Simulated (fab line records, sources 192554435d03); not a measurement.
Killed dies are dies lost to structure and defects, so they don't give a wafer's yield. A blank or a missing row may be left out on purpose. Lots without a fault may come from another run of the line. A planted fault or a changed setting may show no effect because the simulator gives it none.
Which tool did it? | flow n5_finfet | 10 lots, 28 wafers sampled, at 5 steps of a route of 1938

WHAT THE GAUGES READ, wafer by wafer
N5_BEOL_M4_RC_MEAS_101. Usual: DIBL_N 36.2 mV/V, standard deviation 1.6; DIBL_P 36.5 mV/V, standard deviation 1.9; IOFF_N 0.158 nA/um, standard deviation 0.027; IOFF_P 0.21 nA/um, standard deviation 0.038; ION_N 675 uA/um, standard deviation 12; ION_P 464 uA/um, standard deviation 8.9; SS_N 71.5 mV/dec, standard deviation 0.61; SS_P 73.4 mV/dec, standard deviation 0.59; VT_N 250.4 mV, standard deviation 3; VT_P -250 mV, standard deviation 3.6.
lot  | measured     | on        | DIBL_N (mV/V)  | DIBL_P (mV/V)  | IOFF_N (nA/um)    | IOFF_P (nA/um) | ION_N (uA/um) | ION_P (uA/um) | SS_N (mV/dec)  | SS_P (mV/dec)  | VT_N (mV)         | VT_P (mV)      | flag
L552 | day 7 20:24  | prober-01 | 37.7 36.3 38.5 | 38.5 36.5 39.0 | 0.175 0.146 0.194 | 0.26 0.22 0.27 | 683 676 683   | 474 472 468   | 72.3 71.1 72.0 | 74.0 73.0 74.1 | 251.0 251.9 247.4 | -247 -250 -245 |
L554 | day 8 17:38  | prober-01 | 36.9 38.4 36.7 | 36.6 37.3 35.5 | 0.154 0.171 0.148 | 0.22 0.22 0.20 | 666 669 670   | 461 461 458   | 72.4 71.9 71.7 | 73.5 74.1 72.9 | 254.4 251.4 253.9 | -251 -252 -252 |
L555 | day 8 18:03  | prober-02 | 34.7 36.7 35.4 | 34.0 37.3 35.1 | 0.134 0.164 0.147 | 0.16 0.21 0.17 | 658 661 650   | 450 457 446   | 70.6 71.9 71.8 | 72.6 73.3 72.7 | 253.2 253.0 254.2 | -257 -250 -256 |
L557 | day 9 10:29  | prober-01 | 37.8 38.4 39.3 | 37.8 38.4 39.3 | 0.168 0.180 0.192 | 0.21 0.22 0.24 | 684 689 680   | 461 461 463   | 72.0 71.5 71.3 | 73.6 74.4 74.3 | 253.7 249.0 251.1 | -250 -250 -253 |
L560 | day 10 02:59 | prober-02 | 37.6 35.8 35.6 | 38.5 37.4 37.4 | 0.184 0.158 0.165 | 0.24 0.22 0.22 | 698 686 696   | 475 467 477   | 72.1 71.1 71.1 | 73.9 73.5 73.4 | 245.7 250.7 247.4 | -249 -249 -248 |
L562 | day 10 11:46 | prober-01 | 34.9 36.5 38.2 | 35.8 37.3 39.0 | 0.142 0.175 0.209 | 0.19 0.20 0.25 | 671 691 705   | 463 464 474   | 70.5 70.8 72.8 | 73.5 73.8 73.6 | 251.0 245.7 246.5 | -250 -251 -246 |
L564 | day 11 09:55 | prober-02 | 36.5 35.6 36.6 | 35.8 35.8 36.3 | 0.149 0.133 0.158 | 0.23 0.24 0.24 | 669 668 687   | 466 473 477   | 72.0 71.4 71.9 | 73.0 73.2 73.9 | 250.0 252.2 248.9 | -248 -245 -247 |
L565 | day 11 15:15 | prober-01 | 36.2 39.3 38.4 | 37.1 40.7 39.7 | 0.157 0.232 0.198 | 0.25 0.31 0.31 | 685 699 686   | 473 480 474   | 70.6 72.4 71.0 | 73.1 74.5 74.5 | 247.2 243.7 244.2 | -246 -241 -240 |
L567 | day 12 13:26 | prober-02 | 35.5           | 35.6           | 0.138             | 0.18           | 685           | 457           | 71.1           | 73.1           | 251.5             | -254           |
L569 | day 12 17:14 | prober-01 | 35.9           | 35.2           | 0.144             | 0.20           | 699           | 475           | 71.7           | 73.5           | 248.9             | -250           |

N5_PASSIVATION_OVL_MEAS_66. Usual: PASS_OPEN_OVL -1 nm, standard deviation 5.5.
lot  | measured     | on         | PASS_OPEN_OVL (nm) | flag
L552 | day 12 19:59 | overlay-02 | -4 2 6             |
L554 | day 12 20:14 | overlay-02 | 1 1 5              |
L555 | day 13 13:55 | overlay-02 | -6 3 -1            |
L557 | day 13 23:26 | overlay-01 | -3 -5 3            |
L560 | day 14 20:48 | overlay-02 | 10 6 7             |
L562 | day 14 20:39 | overlay-01 | 6 0 7              |
L564 | day 15 15:54 | overlay-01 | -4 -1 0            |
L565 | day 15 23:10 | overlay-02 | 0 0 -5             |
L567 | day 17 04:42 | overlay-01 | -9                 |
L569 | day 17 05:08 | overlay-01 | 1                  |

WHICH TOOL RAN EACH LOT (tool, then ch and the chambers of the sampled wafers, then the start)
lot  | N5_FIN_CUT_ETCH_21                | N5_PASSIVATION_SPUTTER_20    | N5_PASSIVATION_DESCUM_32
L552 | rie_diel-01 ch 1,2, day 2 08:40   | pvd_sputter-03, day 12 16:33 | rie_diel-02 ch 2,3, day 12 17:39
L554 | rie_diel-01 ch 1,2,3, day 2 21:18 | pvd_sputter-03, day 12 17:34 | rie_diel-05 ch 0,1,3, day 12 18:22
L555 | rie_diel-03 ch 1,2, day 3 02:35   | pvd_sputter-02, day 13 11:28 | rie_diel-04 ch 2,3, day 13 12:07
L557 | rie_diel-01 ch 0,1,3, day 3 15:22 | pvd_sputter-03, day 13 20:49 | rie_diel-02 ch 1,2, day 13 21:38
L560 | rie_diel-06 ch 0,3, day 4 08:41   | pvd_sputter-03, day 14 17:50 | rie_diel-04 ch 0,1,2, day 14 18:34
L562 | rie_diel-01 ch 0,2,3, day 4 20:46 | pvd_sputter-03, day 14 18:10 | rie_diel-04 ch 0,1,2, day 14 18:50
L564 | rie_diel-01 ch 0,1,2, day 5 09:41 | pvd_sputter-01, day 15 13:22 | rie_diel-02 ch 1,3, day 15 14:13
L565 | rie_diel-03 ch 0,2,3, day 5 14:30 | pvd_sputter-02, day 15 20:42 | rie_diel-05 ch 0,1, day 15 21:29
L567 | rie_diel-01 ch 2,3, day 6 05:19   | pvd_sputter-01, day 17 02:12 | rie_diel-05 ch 3, day 17 02:53
L569 | rie_diel-01 ch 2,3, day 7 00:31   | pvd_sputter-02, day 17 02:24 | rie_diel-02 ch 1, day 17 03:04
- N5_FIN_CUT_ETCH_21: etches SOC in N2/H2, target depth 219 nm, overetch 43.8 nm, time 523.5 s.
- N5_PASSIVATION_SPUTTER_20: material TaN, target thk 50 nm.
- N5_PASSIVATION_DESCUM_32: chemistry O2, time 7.9 s.

WHAT THE TOOLS THEMSELVES READ (means of the sampled wafers that have a number; where no wafer has one, the mark that the record gives instead)
N5_FIN_CUT_ETCH_21. Usual: chamber_pressure_mTorr 30.002 mTorr, standard deviation 0.027; drypump_motor_current_A 5.7 A, standard deviation 0.58; oes_product_au 0.71 a.u., standard deviation 0.07; rf_vpp_V 241.0 V, standard deviation 1.3; showerhead_plenum_p_Torr 2.56 Torr, standard deviation 0.076; throttle_valve_pct 17.80 %, standard deviation 0.18.
lot  | tool        | chamber_pressure_mTorr (mTorr) | drypump_motor_current_A (A) | oes_product_au (a.u.) | rf_vpp_V (V) | showerhead_plenum_p_Torr (Torr) | throttle_valve_pct (%) | flag
L552 | rie_diel-01 | 30.016                         | 5.3                         | 0.72                  | 242.4        | 2.62                            | 17.70                  |
L554 | rie_diel-01 | 29.993                         | 5.6                         | 0.73                  | 240.1        | 2.56                            | 17.79                  |
L555 | rie_diel-03 | 29.997                         | 6.0                         | 0.64                  | 241.2        | 2.58                            | 17.94                  |
L557 | rie_diel-01 | 29.997                         | 5.3                         | 0.70                  | 239.9        | 2.55                            | 17.90                  |
L560 | rie_diel-06 | 30.002                         | 5.9                         | 0.75                  | 241.8        | 2.59                            | 17.68                  |
L562 | rie_diel-01 | 30.008                         | 5.7                         | 0.73                  | 240.4        | 2.52                            | 17.91                  |
L564 | rie_diel-01 | 30.023                         | 5.4                         | 0.71                  | 241.4        | 2.59                            | 17.83                  |
L565 | rie_diel-03 | 30.021                         | 6.2                         | 0.64                  | 241.2        | 2.59                            | 17.92                  |
L567 | rie_diel-01 | 30.020                         | 6.0                         | 0.71                  | 240.1        | 2.50                            | 17.87                  |
L569 | rie_diel-01 | 29.989                         | 6.0                         | 0.70                  | 240.1        | 2.50                            | 17.88                  |

N5_PASSIVATION_SPUTTER_20. Usual: throttle_valve_pct 30.1 %, standard deviation 0.78.
lot  | tool           | throttle_valve_pct (%) | flag
L552 | pvd_sputter-03 | 29.3                   |
L554 | pvd_sputter-03 | 29.0                   |
L555 | pvd_sputter-02 | 30.5                   |
L557 | pvd_sputter-03 | 30.1                   |
L560 | pvd_sputter-03 | 30.1                   |
L562 | pvd_sputter-03 | 29.3                   |
L564 | pvd_sputter-01 | 30.8                   |
L565 | pvd_sputter-02 | 30.1                   |
L567 | pvd_sputter-01 | 30.8                   |
L569 | pvd_sputter-02 | 30.7                   |

N5_PASSIVATION_DESCUM_32. Usual: chamber_pressure_mTorr 20.003 mTorr, standard deviation 0.018; drypump_motor_current_A 5.7 A, standard deviation 0.44; oes_product_au 0.82 a.u., standard deviation 0.071; rf_vpp_V 243.3 V, standard deviation 1.3; showerhead_plenum_p_Torr 2.10 Torr, standard deviation 0.073; throttle_valve_pct 20.29 %, standard deviation 0.18.
lot  | tool        | chamber_pressure_mTorr (mTorr) | drypump_motor_current_A (A) | oes_product_au (a.u.) | rf_vpp_V (V) | showerhead_plenum_p_Torr (Torr) | throttle_valve_pct (%) | flag
L552 | rie_diel-02 | 19.990                         | 5.9                         | 0.82                  | 244.1        | 2.15                            | 20.12                  |
L554 | rie_diel-05 | 19.992                         | 5.5                         | 0.83                  | 243.0        | 2.08                            | 20.37                  |
L555 | rie_diel-04 | 20.011                         | 6.3                         | 0.78                  | 243.3        | 2.11                            | 20.47                  |
L557 | rie_diel-02 | 20.007                         | 5.9                         | 0.79                  | 244.1        | 2.16                            | 20.29                  |
L560 | rie_diel-04 | 20.004                         | 5.5                         | 0.86                  | 243.4        | 2.05                            | 20.13                  |
L562 | rie_diel-04 | 19.987                         | 5.5                         | 0.86                  | 243.6        | 2.05                            | 20.12                  |
L564 | rie_diel-02 | 19.989                         | 5.4                         | 0.80                  | 243.2        | 2.10                            | 20.25                  |
L565 | rie_diel-05 | 20.003                         | 5.7                         | 0.79                  | 242.1        | 2.02                            | 20.47                  |
L567 | rie_diel-05 | 20.019                         | 5.2                         | 0.80                  | 244.6        | 2.19                            | 20.34                  |
L569 | rie_diel-02 | 20.000                         | 5.2                         | 0.78                  | 242.7        | 2.10                            | 20.36                  |

THE ANSWER, worked out from the rows above alone
Rule: a lot is off if the mean of its wafers that have a number lies more than 3 standard deviations from the usual mean. A lot without any number at a reading at which 4 lots or more have one is off too. The other lots that the step has rows for count as sound. The gauges are gone through in route order, then the tools' own readings, and for those a lot's mean is taken as printed above. The first step at which some lot is off is used, and at that step the reading that is off furthest; a lot without a number counts as furthest.
No lot is off at any reading shown: from this, nothing can be told.

WHAT THE SIMULATOR HAD PUT IN
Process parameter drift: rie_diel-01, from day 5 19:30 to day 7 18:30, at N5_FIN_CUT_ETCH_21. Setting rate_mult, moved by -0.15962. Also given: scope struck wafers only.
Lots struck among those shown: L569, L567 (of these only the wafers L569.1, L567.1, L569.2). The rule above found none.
